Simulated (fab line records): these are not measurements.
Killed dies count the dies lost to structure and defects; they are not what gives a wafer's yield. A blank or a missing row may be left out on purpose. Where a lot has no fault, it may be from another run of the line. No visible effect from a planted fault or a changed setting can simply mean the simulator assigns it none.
fab line records + flow nandHarc
record
- lots=12
- wafers=36
- lastDay=33
route steps=1302 shown P_STI@96 P_GATE@132 END@1302
lots untouched by any fault: they come from a run of this same line in which no faults occurred
startH: start of the lot's first displayed wafer, in hours after the record's first day + waitH: hours since the lot's step before + " same as the row above + L1.1+2: a row that stands for several wafers + - no value present, or no start provided + * or withheld: withheld + < > ~ a bound
route shown NAME@n: a module of which the file shows steps, and the number in the route of the first + usual: mean/standard deviation of fault-free wafers + same: alike in all rows + chamber/n: place in a boat + sites: the reading at each site + _std_site: the standard deviation of these + _edge_site: inner sites' mean taken away from outer sites' mean + radiusMm: how far each site lies from the wafer's centre + mask NAME#n: copy n + behind: tool/chamber where the wafer was last shaped + hold: cause of the lot's hold/its duration in hours/its outcome + device: the transistor (n, p or np) that didn't switch + end of line: tests run on the same wafers once the route is complete + a step with no rows: only its recipe + killed: dies that structure and defects cost at the first sort, which is not the same as the wafer's yield + map: the dies of a wafer, with x for killed, . for not killed, _ for no die there
set.NAME: setting as actually run; set.NAME@STEP: the setting as run at that earlier step + model.NAME: the simulator's own value behind a step, which no gauge read
a sample of lots followed through the steps of the route, with each step as a table and each wafer as a row
services: from which hour (startH, from the record's first day; less than 0 if before it) a tool's chamber was out of use, for how many hours, and why
## steps
# step NHARC_P_STI_OCD_MEAS_43
# usual
- trenchDepthNm=301/3.9
- trenchFootCdNm=157.3/2.2
| lot.wafer | tool   | chamber | startH | waitH | trenchDepthNm | trenchFootCdNm |
|-----------|--------|---------|--------|-------|---------------|----------------|
| L531.2    | ocd-02 | -       | 54.67  | -     | 305           | 160.0          |
| L531.5    | "      | -       | "      | "     | 293           | 159.2          |
| L531.6    | "      | -       | "      | "     | 299           | 157.9          |
| L532.1    | ocd-01 | -       | 64.35  | -     | 292           | 160.8          |
| L532.2    | "      | -       | "      | "     | 307           | 157.0          |
| L532.5    | "      | -       | "      | "     | 304           | 160.3          |
| L534.1    | ocd-01 | -       | 85.15  | -     | 295           | 162.3          |
| L534.3    | "      | -       | "      | "     | 305           | 160.6          |
| L534.5    | "      | -       | "      | "     | 305           | 155.9          |
| L535.2    | ocd-02 | -       | 93.85  | -     | 305           | 158.5          |
| L535.5    | "      | -       | "      | "     | 307           | 156.9          |
| L535.6    | "      | -       | "      | "     | 306           | 157.5          |
| L540.2    | ocd-01 | -       | 149.60 | -     | 300           | 159.7          |
| L540.3    | "      | -       | "      | "     | 302           | 157.0          |
| L540.5    | "      | -       | "      | "     | 302           | 155.1          |
| L541.1    | ocd-01 | -       | 155.51 | -     | 300           | 156.7          |
| L541.2    | "      | -       | "      | "     | 298           | 157.9          |
| L541.3    | "      | -       | "      | "     | 299           | 156.8          |
| L542.3    | ocd-01 | -       | 165.09 | -     | 296           | 160.8          |
| L542.5    | "      | -       | "      | "     | 299           | 159.5          |
| L542.6    | "      | -       | "      | "     | 299           | 159.0          |
| L543.1    | ocd-02 | -       | 176.40 | -     | 300           | 157.0          |
| L543.2    | "      | -       | "      | "     | 299           | 158.7          |
| L543.6    | "      | -       | "      | "     | 303           | 157.2          |
| L545.1    | ocd-02 | -       | 197.43 | -     | 296           | 157.4          |
| L545.3    | "      | -       | "      | "     | 301           | 154.3          |
| L545.6    | "      | -       | "      | "     | 296           | 159.5          |
| L546.1    | ocd-01 | -       | 204.51 | -     | 303           | 154.3          |
| L546.3    | "      | -       | "      | "     | 295           | 160.1          |
| L546.5    | "      | -       | "      | "     | 292           | 159.0          |
| L550.1    | ocd-02 | -       | 244.34 | -     | 303           | 152.9          |
| L550.2    | "      | -       | "      | "     | 300           | 158.2          |
| L550.4    | "      | -       | "      | "     | 300           | 158.1          |
| L553.2    | ocd-01 | -       | 276.98 | -     | 308           | 159.9          |
| L553.3    | "      | -       | "      | "     | 300           | 158.5          |
| L553.6    | "      | -       | "      | "     | 303           | 155.6          |
# step NHARC_P_GATE_DEP_103
# recipe
- targetThkA=300
- targetThkNm=30
- tempC=400
- flowSccm=200
- rfW=350
- material=SiON
# usual
- heaterPowerW=748/120
| lot.wafer | tool     | chamber | startH | waitH | heaterPowerW |
|-----------|----------|---------|--------|-------|--------------|
| L531.2    | pecvd-02 | 1       | 107.00 | 0.4   | 916          |
| L531.6    | "        | 2       | "      | "     | 539          |
| L531.5    | "        | 0       | "      | "     | 652          |
| L532.1    | pecvd-04 | 1       | 110.53 | 0.7   | 596          |
| L532.2    | "        | 2       | "      | "     | 640          |
| L532.5    | "        | 1       | "      | "     | 622          |
| L534.3    | pecvd-02 | 1       | 135.25 | 0.3   | 854          |
| L534.1    | "        | 2       | "      | "     | 590          |
| L534.5    | "        | 2       | "      | "     | 602          |
| L535.2    | pecvd-02 | 0       | 143.18 | 0.5   | 642          |
| L535.5    | "        | 0       | "      | "     | 647          |
| L535.6    | "        | 1       | "      | "     | 847          |
| L540.2    | pecvd-02 | 0       | 200.70 | 0.4   | 655          |
| L540.3    | "        | 2       | "      | "     | 610          |
| L540.5    | "        | 1       | "      | "     | 1016         |
| L541.1    | pecvd-02 | 2       | 206.71 | 0.6   | 567          |
| L541.3    | "        | 0       | "      | "     | 730          |
| L541.2    | "        | 1       | "      | "     | 971          |
| L542.3    | pecvd-03 | 0       | 217.60 | 0.3   | 725          |
| L542.6    | "        | 1       | "      | "     | 721          |
| L542.5    | "        | 2       | "      | "     | 896          |
| L543.2    | pecvd-03 | 0       | 239.09 | 0.5   | 714          |
| L543.1    | "        | 1       | "      | "     | 819          |
| L543.6    | "        | 0       | "      | "     | 707          |
| L545.1    | pecvd-03 | 2       | 251.23 | 0.6   | 875          |
| L545.3    | "        | 0       | "      | "     | 766          |
| L545.6    | "        | 1       | "      | "     | 669          |
| L545.1    | pecvd-03 | 2       | 251.86 | 0.6   | 902          |
| L545.3    | "        | 0       | "      | "     | 769          |
| L545.6    | "        | 1       | "      | "     | 699          |
| L546.3    | pecvd-03 | 0       | 258.12 | 0.3   | 732          |
| L546.1    | "        | 1       | "      | "     | 778          |
| L546.5    | "        | 1       | "      | "     | 785          |
| L550.2    | pecvd-04 | 1       | 291.15 | 0.5   | 698          |
| L550.1    | "        | 2       | "      | "     | 720          |
| L550.4    | "        | 0       | "      | "     | 723          |
| L550.2    | pecvd-04 | 1       | 291.54 | 0.4   | 689          |
| L550.1    | "        | 2       | "      | "     | 736          |
| L550.4    | "        | 0       | "      | "     | 717          |
| L553.3    | pecvd-02 | 0       | 327.60 | 0.4   | 718          |
| L553.2    | "        | 1       | "      | "     | 933          |
| L553.6    | "        | 2       | "      | "     | 558          |
# step NHARC_P_GATE_ETCH_104
# recipe
- targetDepthA=600
- timeS=withheld
- cf4FlowSccm=100
- chf3FlowSccm=30
- arFlowSccm=0
- rfW=500
- biasW=200
- chemistry=CF4/CHF3
# usual
- biasW=200.0/0.59
- drypumpMotorCurrentA=6.0/0.57
- oesProductAu=0.954/0.024
- rfVppV=371.6/2.3
- showerheadPlenumPTorr=1.61/0.06
- throttleValvePct=16.803/0.0087
| lot.wafer | tool       | chamber | startH | waitH | biasW | drypumpMotorCurrentA | oesProductAu | rfVppV | showerheadPlenumPTorr | throttleValvePct |
|-----------|------------|---------|--------|-------|-------|----------------------|--------------|--------|-----------------------|------------------|
| L531.2    | rieDiel-07 | 1       | 107.95 | 0.1   | 200.4 | 6.3                  | 0.976        | 374.4  | 1.69                  | 16.797           |
| L531.6    | "          | 0       | "      | "     | 200.5 | 6.0                  | 0.953        | 369.2  | 1.52                  | 16.815           |
| L531.5    | "          | 1       | "      | "     | 200.5 | 6.3                  | 0.974        | 375.4  | 1.69                  | 16.791           |
| L532.1    | rieDiel-08 | 1       | 111.37 | 0.1   | 198.8 | 5.5                  | 0.961        | 372.3  | 1.65                  | 16.818           |
| L532.2    | "          | 2       | "      | "     | 200.6 | 6.8                  | 0.966        | 374.5  | 1.69                  | 16.809           |
| L532.5    | "          | 3       | "      | "     | 200.9 | 5.1                  | 0.961        | 369.9  | 1.57                  | 16.788           |
| L534.1    | rieDiel-07 | 2       | 136.20 | 0.1   | 198.7 | 5.2                  | 0.982        | 371.5  | 1.58                  | 16.802           |
| L534.3    | "          | 0       | "      | "     | 199.8 | 5.9                  | 0.955        | 368.9  | 1.52                  | 16.788           |
| L534.5    | "          | 2       | "      | "     | 198.8 | 5.2                  | 0.979        | 368.5  | 1.58                  | 16.806           |
| L535.2    | rieDiel-11 | 0       | 144.14 | 0.1   | 199.7 | 5.6                  | 0.931        | 370.3  | 1.57                  | 16.793           |
| L535.5    | "          | 2       | "      | "     | 200.4 | 6.5                  | 0.917        | 372.0  | 1.63                  | 16.796           |
| L535.6    | "          | 3       | "      | "     | 200.3 | 6.4                  | 0.920        | 368.0  | 1.54                  | 16.804           |
| L540.2    | rieDiel-08 | 1       | 201.67 | 0.1   | 199.3 | 5.5                  | 0.961        | 372.2  | 1.65                  | 16.806           |
| L540.3    | "          | 2       | "      | "     | 200.2 | 6.8                  | 0.964        | 373.1  | 1.68                  | 16.799           |
| L540.5    | "          | 0       | "      | "     | 199.6 | 5.9                  | 0.982        | 372.9  | 1.65                  | 16.810           |
| L541.3    | rieDiel-08 | 2       | 207.66 | 0.1   | 200.0 | 6.8                  | 0.975        | 375.1  | 1.68                  | 16.805           |
| L541.2    | "          | 3       | "      | "     | 201.6 | 5.0                  | 0.963        | 371.6  | 1.57                  | 16.792           |
| L541.1    | "          | 0       | "      | "     | 199.9 | 5.9                  | 0.967        | 373.0  | 1.65                  | 16.797           |
| L542.3    | rieDiel-08 | 0       | 218.57 | 0.1   | 200.3 | 5.9                  | 0.937        | 373.2  | 1.65                  | 16.795           |
| L542.6    | "          | 2       | "      | "     | 200.4 | 6.8                  | 0.925        | 373.9  | 1.68                  | 16.816           |
| L542.5    | "          | 1       | "      | "     | 198.6 | 5.5                  | 0.913        | 372.5  | 1.65                  | 16.796           |
| L543.2    | rieDiel-07 | 1       | 240.01 | 0.1   | 200.7 | 6.3                  | 0.962        | 375.3  | 1.69                  | 16.789           |
| L543.1    | "          | 3       | "      | "     | 201.4 | 5.7                  | 0.954        | 367.1  | 1.49                  | 16.816           |
| L543.6    | "          | 1       | "      | "     | 201.4 | 6.3                  | 0.957        | 374.8  | 1.69                  | 16.805           |
| L545.3    | rieDiel-08 | 3       | 252.73 | 0.1   | 200.1 | 5.0                  | 0.933        | 370.4  | 1.57                  | 16.793           |
| L545.1    | "          | 1       | "      | "     | 199.6 | 5.5                  | 0.921        | 372.5  | 1.65                  | 16.810           |
| L545.6    | "          | 3       | "      | "     | 199.5 | 5.0                  | 0.929        | 368.1  | 1.57                  | 16.809           |
| L546.1    | rieDiel-08 | 1       | 258.95 | 0.1   | 199.6 | 5.5                  | 0.958        | 372.2  | 1.65                  | 16.811           |
| L546.3    | "          | 2       | "      | "     | 200.0 | 6.8                  | 0.967        | 373.3  | 1.68                  | 16.810           |
| L546.5    | "          | 0       | "      | "     | 200.3 | 5.9                  | 0.988        | 374.7  | 1.65                  | 16.812           |
| L550.1    | rieDiel-08 | 3       | 292.44 | 0.1   | 200.1 | 5.1                  | 0.993        | 369.6  | 1.57                  | 16.799           |
| L550.4    | "          | 0       | "      | "     | 200.7 | 5.9                  | 0.984        | 375.0  | 1.65                  | 16.800           |
| L550.2    | "          | 2       | "      | "     | 199.5 | 6.8                  | 0.981        | 373.4  | 1.68                  | 16.809           |
| L553.3    | rieDiel-07 | 0       | 328.52 | 0.1   | 199.5 | 6.0                  | 0.917        | 369.0  | 1.52                  | 16.798           |
| L553.2    | "          | 2       | "      | "     | 200.4 | 5.2                  | 0.940        | 369.5  | 1.57                  | 16.784           |
| L553.6    | "          | 1       | "      | "     | 199.6 | 6.3                  | 0.945        | 374.1  | 1.68                  | 16.795           |
# step NHARC_P_GATE_STRIP_108
# recipe
- o2FlowSccm=500
- arFlowSccm=0
- biasW=0
- chemistry=O2
# usual
- drypumpMotorCurrentA=5.9/0.54
- o2FlowSccm=500.0/1.4
- oesProductAu=0.999/0.0083
- rfVppV=58.0/0.87
- showerheadPlenumPTorr=3.59/0.15
- throttleValvePct=17.037/0.01
# same
- biasW=0
| lot.wafer | tool       | chamber | startH | waitH | drypumpMotorCurrentA | o2FlowSccm | oesProductAu | rfHoursCounterH | rfVppV | showerheadPlenumPTorr | throttleValvePct |
|-----------|------------|---------|--------|-------|----------------------|------------|--------------|-----------------|--------|-----------------------|------------------|
| L531.2    | rieDiel-08 | 3       | 108.49 | -     | 5.1                  | 499.3      | 1.006        | 5.7             | 56.0   | 3.52                  | 17.035           |
| L531.6    | "          | 1       | "      | "     | 5.6                  | 500.3      | 0.987        | -               | 58.9   | 3.69                  | 17.036           |
| L531.5    | "          | 2       | "      | "     | 6.8                  | 501.4      | 1.001        | -               | 58.0   | 3.78                  | 17.032           |
| L532.1    | rieDiel-08 | 2       | 111.98 | -     | 6.8                  | 499.6      | 1.010        | 5.8             | 58.8   | 3.78                  | 17.025           |
| L532.2    | "          | 3       | "      | "     | 5.1                  | 499.8      | 0.997        | 5.8             | 58.2   | 3.52                  | 17.029           |
| L532.5    | "          | 2       | "      | "     | 6.8                  | 501.1      | 1.005        | -               | 58.5   | 3.78                  | 17.035           |
| L534.3    | rieDiel-08 | 1       | 136.74 | -     | 5.6                  | 500.2      | 0.996        | 5.4             | 56.9   | 3.69                  | 17.029           |
| L534.1    | "          | 0       | "      | "     | 5.9                  | 501.8      | 1.017        | 4.8             | 60.2   | 3.71                  | 17.044           |
| L534.5    | "          | 2       | "      | "     | 6.8                  | 498.2      | 0.997        | -               | 58.2   | 3.77                  | 17.026           |
| L535.2    | rieDiel-11 | 0       | 144.68 | -     | 5.6                  | 497.1      | 0.994        | 3.5             | 58.0   | 3.52                  | 17.055           |
| L535.6    | "          | 3       | "      | "     | 6.4                  | 500.5      | 0.986        | -               | 58.3   | 3.44                  | 17.009           |
| L535.5    | "          | 0       | "      | "     | 5.6                  | 497.5      | 0.998        | -               | 58.5   | 3.52                  | 17.025           |
| L540.2    | rieDiel-08 | 0       | 202.20 | -     | 6.0                  | 499.1      | 1.012        | 0.5             | 58.3   | 3.71                  | 17.034           |
| L540.3    | "          | 1       | "      | "     | 5.5                  | 497.2      | 0.998        | 1.0             | 56.9   | 3.69                  | 17.040           |
| L540.5    | "          | 1       | "      | "     | 5.5                  | 500.0      | 1.006        | -               | 57.8   | 3.69                  | 17.044           |
| L541.3    | rieDiel-07 | 3       | 208.20 | -     | 5.7                  | 500.3      | 1.011        | 5.5             | 57.5   | 3.34                  | 17.047           |
| L541.1    | "          | 1       | "      | "     | 6.3                  | 500.4      | 0.997        | 5.7             | 57.8   | 3.78                  | 17.026           |
| L541.2    | "          | 2       | "      | "     | 5.2                  | 500.3      | 0.994        | 5.6             | 57.3   | 3.53                  | 17.048           |
| L542.3    | rieDiel-07 | 3       | 219.16 | -     | 5.7                  | 498.3      | 1.014        | 5.6             | 58.0   | 3.34                  | 17.037           |
| L542.6    | "          | 2       | "      | "     | 5.2                  | 497.1      | 1.000        | -               | 58.8   | 3.53                  | 17.031           |
| L542.5    | "          | 3       | "      | "     | 5.7                  | 499.9      | 1.016        | -               | 58.8   | 3.34                  | 17.045           |
| L543.1    | rieDiel-11 | 0       | 240.58 | -     | 5.6                  | 501.9      | 0.997        | 8.5             | 57.6   | 3.52                  | 17.031           |
| L543.2    | "          | 1       | "      | "     | 6.8                  | 499.0      | 1.003        | 9.3             | 58.3   | 3.66                  | 17.044           |
| L543.6    | "          | 0       | "      | "     | 5.5                  | 498.2      | 0.991        | -               | 57.9   | 3.52                  | 17.023           |
| L545.3    | rieDiel-07 | 0       | 253.29 | -     | 6.0                  | 500.3      | 0.989        | 6.7             | 56.7   | 3.42                  | 17.029           |
| L545.1    | "          | 2       | "      | "     | 5.2                  | 499.0      | 0.988        | 7.2             | 57.3   | 3.53                  | 17.024           |
| L545.6    | "          | 3       | "      | "     | 5.7                  | 500.9      | 1.001        | -               | 56.7   | 3.34                  | 17.036           |
| L546.1    | rieDiel-07 | 0       | 259.50 | -     | 6.0                  | 501.8      | 0.998        | 6.9             | 56.7   | 3.42                  | 17.034           |
| L546.3    | "          | 1       | "      | "     | 6.3                  | 499.0      | 0.996        | 7.0             | 59.1   | 3.78                  | 17.062           |
| L546.5    | "          | 0       | "      | "     | 6.0                  | 498.7      | 0.983        | -               | 57.9   | 3.42                  | 17.038           |
| L550.4    | rieDiel-07 | 2       | 292.99 | -     | 5.2                  | 500.6      | 1.006        | 10.8            | 58.3   | 3.53                  | 17.050           |
| L550.2    | "          | 3       | "      | "     | 5.7                  | 501.7      | 1.000        | 11.1            | 57.3   | 3.34                  | 17.020           |
| L550.1    | "          | 0       | "      | "     | 6.0                  | 501.2      | 0.990        | 10.4            | 57.3   | 3.41                  | 17.033           |
| L553.2    | rieDiel-07 | 1       | 329.06 | -     | 6.3                  | 501.9      | 1.010        | 1.8             | 58.8   | 3.77                  | 17.057           |
| L553.3    | "          | 0       | "      | "     | 6.0                  | 500.8      | 0.983        | 2.0             | 56.7   | 3.41                  | 17.050           |
| L553.6    | "          | 2       | "      | "     | 5.2                  | 499.0      | 0.996        | -               | 57.3   | 3.53                  | 17.036           |
# step NHARC_END_SORT_01
# recipe
- tempC=25
# usual
- killedAtArray=55/20
- killedAtOther=1.1/1.2
- killedAtPeriphery=3.8/2.8
- killedDies=60/19
- killedOpen=3.4/1.9
- killedShort=2.2/1.5
# same
- grossDies=677
| lot.wafer | tool      | chamber | startH | waitH | killedAtArray | killedAtOther | killedAtPeriphery | killedDies | killedOpen | killedShort |
|-----------|-----------|---------|--------|-------|---------------|---------------|-------------------|------------|------------|-------------|
| L550.2    | prober-01 | 0       | 752.69 | 2.8   | 67            | 1             | 7                 | 75         | 5          | 2           |
| L545.1    | prober-02 | 0       | 757.25 | 2.5   | 78            | 0             | 4                 | 82         | 4          | 1           |
| L545.3    | prober-02 | 0       | 758.85 | 3.1   | 75            | 0             | 6                 | 81         | 3          | 0           |
| L545.6    | prober-02 | 0       | 761.25 | 4.0   | 79            | 0             | 0                 | 79         | 1          | 0           |
# killed by level:class
L550.2 A_SLIT:chamberFilmFlake=20 A_CHANNEL_HOLE_D2:chamberFilmFlake=17 A_CHANNEL_HOLE_D1:chamberFilmFlake=8 A_CONTACT:chamberFilmFlake=7 A_STAIRCASE:chamberFilmFlake=6 P_M0:chamberFilmFlake=5 A_M0:geometricParticle:open=2 A_CHANNEL_FILL_D1:chamberFilmFlake=2
L545.1 A_SLIT:chamberFilmFlake=36 A_CHANNEL_HOLE_D1:chamberFilmFlake=32 A_DECK1_JOINT:geometricParticle:open=2 P_GATE:chamberFilmFlake=2 A_DECK1_JOINT:chamberFilmFlake=2 A_CONTACT:chamberFilmFlake=2 P_M0:geometricParticle:open=1 A_WL_FILL:geometricParticle:short=1
L545.3 A_CHANNEL_HOLE_D1:chamberFilmFlake=38 A_SLIT:chamberFilmFlake=29 P_GATE:chamberFilmFlake=4 A_STAIRCASE:chamberFilmFlake=3 A_CHANNEL_FILL_D1:chamberFilmFlake=2 A_DECK1_JOINT:chamberFilmFlake=2 P_GATE:geometricParticle:open=1 P_CONTACT:geometricParticle:open=1
L545.6 A_SLIT:chamberFilmFlake=36 A_CHANNEL_HOLE_D1:chamberFilmFlake=36 A_CONTACT:chamberFilmFlake=2 A_CHANNEL_FILL_D1:geometricParticle:open=1 A_ZERO_WELL:chamberFilmFlake=1 A_DECK1_JOINT:chamberFilmFlake=1 A_CHANNEL_FILL_D2:chamberFilmFlake=1 A_WL_FILL:chamberFilmFlake=1
## services
| tool       | chamber | startH | hours | kind   |
|------------|---------|--------|-------|--------|
| pecvd-04   | -       | 88.63  | 13.0  | pm     |
| rieDiel-08 | 0       | 96.49  | -     | clean  |
| rieDiel-08 | 1       | 96.49  | -     | clean  |
| rieDiel-08 | 2       | 96.49  | -     | clean  |
| rieDiel-08 | 3       | 96.49  | -     | clean  |
| rieDiel-07 | -       | 102.12 | 1.8   | repair |
| rieDiel-08 | 0       | 103.14 | 8.7   | repair |
| pecvd-03   | -       | 111.52 | 0.6   | repair |
| rieDiel-07 | 3       | 114.87 | 3.7   | repair |
| rieDiel-07 | -       | 117.20 | 9.0   | pm     |
| rieDiel-07 | -       | 143.23 | 1.0   | repair |
| rieDiel-08 | -       | 173.72 | 1.2   | repair |
| pecvd-03   | -       | 185.00 | 13.0  | pm     |
| rieDiel-08 | -       | 190.81 | 9.0   | pm     |
| rieDiel-07 | 2       | 192.85 | 3.8   | repair |
| rieDiel-08 | 3       | 218.39 | 7.3   | repair |
| pecvd-02   | -       | 227.05 | 13.0  | pm     |
| rieDiel-07 | 1       | 229.72 | 6.6   | repair |
| rieDiel-11 | 0       | 242.89 | 5.3   | repair |
| rieDiel-11 | -       | 255.50 | 9.0   | pm     |
| pecvd-04   | -       | 269.63 | 13.0  | pm     |
| pecvd-03   | -       | 279.55 | 16.2  | repair |
| rieDiel-07 | -       | 294.20 | 9.0   | pm     |
| pecvd-04   | 0       | 323.30 | 14.9  | repair |
## key
firstSign
- step=NHARC_P_GATE_DEP_103
- reading=visit
- direction=added
effect none on later readings
metAt NHARC_P_GATE_DEP_103
struckLots L545,L550
testerLeftOut L545,L550
notActingAt NHARC_P_STI_OCD_MEAS_43,NHARC_P_GATE_ETCH_104,NHARC_P_GATE_STRIP_108
fault
- kind=repeatedStepWhole
- tool=pecvd-02,pecvd-03,pecvd-04
- chamber=-
- onsetH=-
- steps=NHARC_P_GATE_DEP_103
- times=1
- scope=struckLotsOnly
# testerLeftOut: of these lots the tester's yield and bins aren't shown, on N5 and GAA mostly nor the transistor test; their killed dies are dies lost to structure and defects alone, not to doping, threshold or leakage, so they don't give the yield
